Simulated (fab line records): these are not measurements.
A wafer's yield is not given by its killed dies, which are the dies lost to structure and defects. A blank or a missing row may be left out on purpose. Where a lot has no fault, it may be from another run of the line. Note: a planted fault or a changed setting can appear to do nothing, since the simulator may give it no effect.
Chamber matching | flow nand-harc | NHARC_P_M0_CMP_23 on cmp-02 has 4 sister chambers
The step polishes, t overpolish 20 s, target thk 117.54 nm. 4 wafers are shown with their chamber, then 12 later ones without.

WAFERS WITH THEIR CHAMBER
wafer  | chamber | motor-current-A (A)
L086.6 | 1       | 11.6
L087.5 | 2       | 11.2
L089.5 | 3       | 10.1
L089.6 | 0       | 13.1

WAFERS MISSING THEIR CHAMBER
wafer  | motor-current-A (A)
L091.1 | 12.8
L091.3 | 11.7
L091.4 | 10.4
L092.2 | 11.4
L092.3 | 11.1
L092.4 | 10.3
L093.2 | 13.1
L093.4 | 10.1
L093.6 | 10.6
L094.1 | 13.0
L094.4 | 11.4
L094.6 | 10.4

WHICH CHAMBER EACH ONE RAN IN
wafer  | from the rows above     | in truth
L091.1 | 0                       | 0
L091.3 | can't be placed: 1 or 2 | 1
L091.4 | 3                       | 3
L092.2 | can't be placed: 1 or 2 | 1
L092.3 | can't be placed: 2 or 1 | 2
L092.4 | 3                       | 3
L093.2 | 0                       | 0
L093.4 | 3                       | 3
L093.6 | can't be placed: 3 or 2 | 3
L094.1 | 0                       | 0
L094.4 | can't be placed: 1 or 2 | 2
L094.6 | 3                       | 3
Correct placement for 7 of the 12. Not placeable from these rows: 5 (in 5, the candidates include the true chamber). Number placed wrongly: 0.
How it was worked out, from the rows above alone: a wafer's distance from a chamber is the root of the sum, over the readings, of the square of ((its reading less the chamber's mean) divided by the reading's scatter). The wafer belongs to the nearest chamber; if the next one is less than 2 further off, it can't be placed. The mean given for a chamber averages the wafers shown for that chamber. The scatter: with one shown wafer a chamber, the root of the mean of the squares of how far each hidden wafer lies from its nearest shown one.
